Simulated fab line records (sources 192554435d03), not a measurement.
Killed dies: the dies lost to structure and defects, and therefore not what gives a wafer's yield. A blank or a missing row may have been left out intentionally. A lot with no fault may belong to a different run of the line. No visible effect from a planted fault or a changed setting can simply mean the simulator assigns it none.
What tool caused it?    flow n5_finfet    9 lots, 26 wafers sampled, at 1 step of a route of 1938

## WHAT THE GAUGES READ, wafer by wafer
N5_BEOL_M4_RC_MEAS_101.
lot   measured      on         DIBL_N (mV/V)
L108  day 7 18:34   prober-02  34.8 37.7 34.1
L110  day 8 14:56   prober-02  39.5 36.4 35.5
L112  day 8 17:10   prober-02  37.0 35.6 33.9
L113  day 8 19:20   prober-01  39.6 32.6 40.8
L123  day 11 18:04  prober-01  36.1 33.1 34.8
L124  day 12 02:52  prober-01  37.0 38.6
L127  day 12 16:28  prober-01  36.5 38.0 37.2
L128  day 12 19:54  prober-01  34.3 35.8 37.4
L130  day 13 12:14  prober-02  35.0 34.7 32.9

## EACH LOT AND THE TOOL THAT RAN IT (in order: tool; ch and the chambers of the sampled wafers; start)
Before these readings, the record contains no process step.

## THE ANSWER, worked out from the rows above alone
Rule: usual is defined by the lots themselves. The widest of any qualifying gaps counts: lots, ordered by their means at a reading, are off when they make up no more than a third of the lots, leave a main group of 4 or more, and stand apart from it by 3 or more times the standard deviation of that group's means. A main group whose means are all the same, to the digits that the tables above print for the reading, isn't used. Also off: a lot with no number at a reading for which 4 or more lots have one. Where the step has rows for the other lots, those lots are counted as sound.
None of the lots is off at any reading shown; this tells nothing.

## WHAT THE SIMULATOR PUT IN
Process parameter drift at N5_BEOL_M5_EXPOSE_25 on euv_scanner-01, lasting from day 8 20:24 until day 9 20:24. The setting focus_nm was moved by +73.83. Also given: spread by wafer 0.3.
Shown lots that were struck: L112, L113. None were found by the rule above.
